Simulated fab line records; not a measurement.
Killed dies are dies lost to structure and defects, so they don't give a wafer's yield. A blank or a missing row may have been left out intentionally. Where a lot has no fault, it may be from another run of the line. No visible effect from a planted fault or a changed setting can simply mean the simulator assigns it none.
Lot-split experiment | flow n5-finfet | route with 1938 steps; 7 lots, 21 wafers read

## THE SPLIT ITSELF
At N5_BEOL_M0_SAQP_DESCUM_45 (chemistry O2, time 7 s), the setting time-s was moved away from the recipe's 7 s on 8 of the 21 wafers read, by -19.5% to +12.7%. For the rest of the wafers, this setting stayed at what the recipe calls for.

The reading is taken at the split's own step.

## THE READING
CAR-EUV_of_BEOL_M0_SAQP_COAT_34.thk-nm (the simulator's own value, which no gauge read), in nm, at N5_BEOL_M0_SAQP_DESCUM_45 (chemistry O2, time 7 s). The file gives no usual value for it. The 13 wafers here that ran the recipe average 26.0 nm, standard deviation 0.12 nm.

wafer  | tool, chamber at the split | time-s as run, s | against the recipe | CAR-EUV_of_BEOL_M0_SAQP_COAT_34.thk-nm, nm | against lot-mates on the recipe
L076.3 | rie-diel-06, 3             | 7                | recipe             | 26                                         | -
L076.4 | rie-diel-06, 2,1           | 6.215            | -11.2%             | 26.6                                       | +0.6
L076.6 | rie-diel-06, 2,1           | 6.215            | -11.2%             | 26.6                                       | +0.6
L077.1 | rie-diel-03, 0,1           | 7                | recipe             | 26.2                                       | -
L077.2 | rie-diel-03, 0,1           | 7                | recipe             | 26.2                                       | -
L077.5 | rie-diel-03, 2             | 7.892            | +12.7%             | 25.8                                       | -0.4
L085.1 | rie-diel-03, 3             | 7                | recipe             | 26.2                                       | -
L085.4 | rie-diel-03, 0,2           | 5.637            | -19.5%             | 26.8                                       | +0.6
L085.5 | rie-diel-03, 0,2           | 5.637            | -19.5%             | 26.8                                       | +0.6
L088.1 | rie-diel-05, 3             | 6.277            | -10.3%             | 26.2                                       | +0.3
L088.4 | rie-diel-05, 2             | 7                | recipe             | 26                                         | -
L088.5 | rie-diel-05, 3             | 7                | recipe             | 25.8                                       | -
L093.1 | rie-diel-05, 0             | 7                | recipe             | 26.2                                       | -
L093.3 | rie-diel-05, 3             | 7                | recipe             | 26                                         | -
L093.6 | rie-diel-05, 3             | 6.268            | -10.5%             | 26.2                                       | +0.1
L094.2 | rie-diel-06, 3,1,2         | 7                | recipe             | 26                                         | -
L094.5 | rie-diel-06, 3,1,2         | 7                | recipe             | 26                                         | -
L094.6 | rie-diel-06, 3,1,2         | 7                | recipe             | 26                                         | -
L092.1 | rie-diel-06, 1,3           | 7                | recipe             | 26                                         | -
L092.3 | rie-diel-06, 1,3           | 7                | recipe             | 26                                         | -
L092.2 | rie-diel-06, 0             | 6.43             | -8.1%              | 26.2                                       | +0.2
If several chambers appear in one row, that row covers several wafers at once and the file leaves open which wafer was in which chamber.

FIT RESULTS
A straight line over all 21 wafers: CAR-EUV_of_BEOL_M0_SAQP_COAT_34.thk-nm changes by -0.0333 nm for each +1% of time-s; r = -0.88; the points scatter about the line by 0.14 nm.
The same after taking each lot's own level away (the mean of its wafers on the recipe; 21 wafers): -0.0326 nm for each +1%; r = -0.92; scatter 0.11 nm.
The reading moves by 0.63 nm for the largest change in time-s, on that fit.
The lots' own levels span 25.90 to 26.20 nm, that is 2.6 times the standard deviation above.
Consequently the slope shifts little with the lot-to-lot level, the two slopes agreeing.
Check: for one of the wafers moved furthest among these (-19.5%), held out of the fit, the line's prediction against its lot-mates is +0.652 nm. Against them it came out at +0.6 nm.

## THE OTHER SPLITS THESE WAFERS WENT THROUGH
These wafers also went through other splits before the reading. Each is held against what the fit with the lots' levels taken away leaves over:
other split on the same wafers             | wafers away from the commonest value | r with CAR-EUV_of_BEOL_M0_SAQP_COAT_34.thk-nm (lot level and that fit taken away)
N5_MOL_CONTACT_COAG_ETCH_47 over-etch-frac | 8                                    | -0.39
N5_BEOL_M0_SAQP_SPACER1_ALD_98 temp-c      | 5                                    | -0.59

## THE FILE'S OWN FIT
CAR-EUV_of_BEOL_M0_SAQP_COAT_34.thk-nm changes by -0.0308 nm for each +1% of time-s, r = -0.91.
